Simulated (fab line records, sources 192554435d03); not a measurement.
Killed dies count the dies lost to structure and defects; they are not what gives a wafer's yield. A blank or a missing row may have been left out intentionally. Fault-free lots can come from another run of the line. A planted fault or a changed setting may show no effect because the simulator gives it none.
Matching of chambers / flow n5_finfet / 3 sister chambers for N5_BEOL_M2_ILD_DEP_00 on pecvd-03
The step deposits SiOC from DEMS/O2, target thk 79 nm, time 15.3 s. 20 wafers are shown with their chamber, then 10 later ones without.

== WAFERS, EACH WITH ITS CHAMBER ==
wafer=L074.1; chamber=1; heater_power_w (W)=370; heater_power_outer_w (W)=211; throttle_valve_pct (%)=11.8
wafer=L074.3; chamber=0; heater_power_w (W)=613; heater_power_outer_w (W)=346; throttle_valve_pct (%)=12.6
wafer=L074.6; chamber=0; heater_power_w (W)=644; heater_power_outer_w (W)=351; throttle_valve_pct (%)=12.7
wafer=L079.1; chamber=1; heater_power_w (W)=299; heater_power_outer_w (W)=153; throttle_valve_pct (%)=11.8
wafer=L079.3; chamber=0; heater_power_w (W)=598; heater_power_outer_w (W)=317; throttle_valve_pct (%)=12.8
wafer=L079.4; chamber=2; heater_power_w (W)=328; heater_power_outer_w (W)=180; throttle_valve_pct (%)=11.3
wafer=L080.2; chamber=2; heater_power_w (W)=349; heater_power_outer_w (W)=192; throttle_valve_pct (%)=11.4
wafer=L080.4; chamber=2; heater_power_w (W)=356; heater_power_outer_w (W)=191; throttle_valve_pct (%)=11.1
wafer=L080.5; chamber=0; heater_power_w (W)=568; heater_power_outer_w (W)=315; throttle_valve_pct (%)=12.5
wafer=L082.1; chamber=0; heater_power_w (W)=644; heater_power_outer_w (W)=355; throttle_valve_pct (%)=12.6
wafer=L082.3; chamber=2; heater_power_w (W)=321; heater_power_outer_w (W)=161; throttle_valve_pct (%)=11.3
wafer=L082.5; chamber=2; heater_power_w (W)=321; heater_power_outer_w (W)=166; throttle_valve_pct (%)=10.8
wafer=L083.1; chamber=2; heater_power_w (W)=358; heater_power_outer_w (W)=200; throttle_valve_pct (%)=10.8
wafer=L083.5; chamber=1; heater_power_w (W)=322; heater_power_outer_w (W)=177; throttle_valve_pct (%)=11.7
wafer=L083.6; chamber=2; heater_power_w (W)=353; heater_power_outer_w (W)=202; throttle_valve_pct (%)=11.1
wafer=L085.3; chamber=1; heater_power_w (W)=313; heater_power_outer_w (W)=165; throttle_valve_pct (%)=11.6
wafer=L085.5; chamber=0; heater_power_w (W)=593; heater_power_outer_w (W)=328; throttle_valve_pct (%)=12.9
wafer=L085.6; chamber=2; heater_power_w (W)=366; heater_power_outer_w (W)=205; throttle_valve_pct (%)=11.3
wafer=L086.1; chamber=1; heater_power_w (W)=359; heater_power_outer_w (W)=208; throttle_valve_pct (%)=11.8
wafer=L086.3; chamber=0; heater_power_w (W)=650; heater_power_outer_w (W)=355; throttle_valve_pct (%)=12.3

SIGNATURES (averages over the wafers above)
reading=heater_power_w; chamber 0=615.71; chamber 1=332.60; chamber 2=344.00; scatter within a chamber=26.4
reading=heater_power_outer_w; chamber 0=338.14; chamber 1=182.80; chamber 2=187.12; scatter within a chamber=19.5
reading=throttle_valve_pct; chamber 0=12.629; chamber 1=11.740; chamber 2=11.138; scatter within a chamber=0.195
Rule: for each reading, subtract the chamber's mean from the wafer's reading, divide by that reading's scatter and square the result; add these up over the readings and take the root, which gives the wafer's distance from the chamber. If the next closest chamber is less than 2 further off than the closest, the wafer can't be placed; otherwise it belongs to the closest. The scatter: take each reading less its chamber's mean, square it, sum over the shown wafers, divide by the number of wafers less the number of chambers, and take the root.

== WAFERS MISSING THEIR CHAMBER ==
wafer=L086.4; heater_power_w (W)=353; heater_power_outer_w (W)=206; throttle_valve_pct (%)=11.9
wafer=L087.2; heater_power_w (W)=344; heater_power_outer_w (W)=196; throttle_valve_pct (%)=11.7
wafer=L087.3; heater_power_w (W)=531; heater_power_outer_w (W)=288; throttle_valve_pct (%)=12.5
wafer=L087.5; heater_power_w (W)=558; heater_power_outer_w (W)=298; throttle_valve_pct (%)=12.4
wafer=L089.1; heater_power_w (W)=365; heater_power_outer_w (W)=206; throttle_valve_pct (%)=12.0
wafer=L089.5; heater_power_w (W)=557; heater_power_outer_w (W)=299; throttle_valve_pct (%)=12.6
wafer=L089.6; heater_power_w (W)=365; heater_power_outer_w (W)=216; throttle_valve_pct (%)=11.6
wafer=L088.1; heater_power_w (W)=314; heater_power_outer_w (W)=177; throttle_valve_pct (%)=11.1
wafer=L088.4; heater_power_w (W)=360; heater_power_outer_w (W)=203; throttle_valve_pct (%)=11.8
wafer=L088.5; heater_power_w (W)=322; heater_power_outer_w (W)=179; throttle_valve_pct (%)=11.4

== EACH ONE'S CHAMBER ==
wafer=L086.4; from the rows above=1; in truth=1
wafer=L087.2; from the rows above=1; in truth=1
wafer=L087.3; from the rows above=0; in truth=0
wafer=L087.5; from the rows above=0; in truth=0
wafer=L089.1; from the rows above=1; in truth=1
wafer=L089.5; from the rows above=0; in truth=0
wafer=L089.6; from the rows above=can't be placed: 1 or 2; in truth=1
wafer=L088.1; from the rows above=2; in truth=2
wafer=L088.4; from the rows above=1; in truth=1
wafer=L088.5; from the rows above=can't be placed: 2 or 1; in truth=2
Placed correctly: 8 of 10. Unplaceable from these rows: 2, with the true chamber sitting among the candidates in 2. 0 placed wrongly.
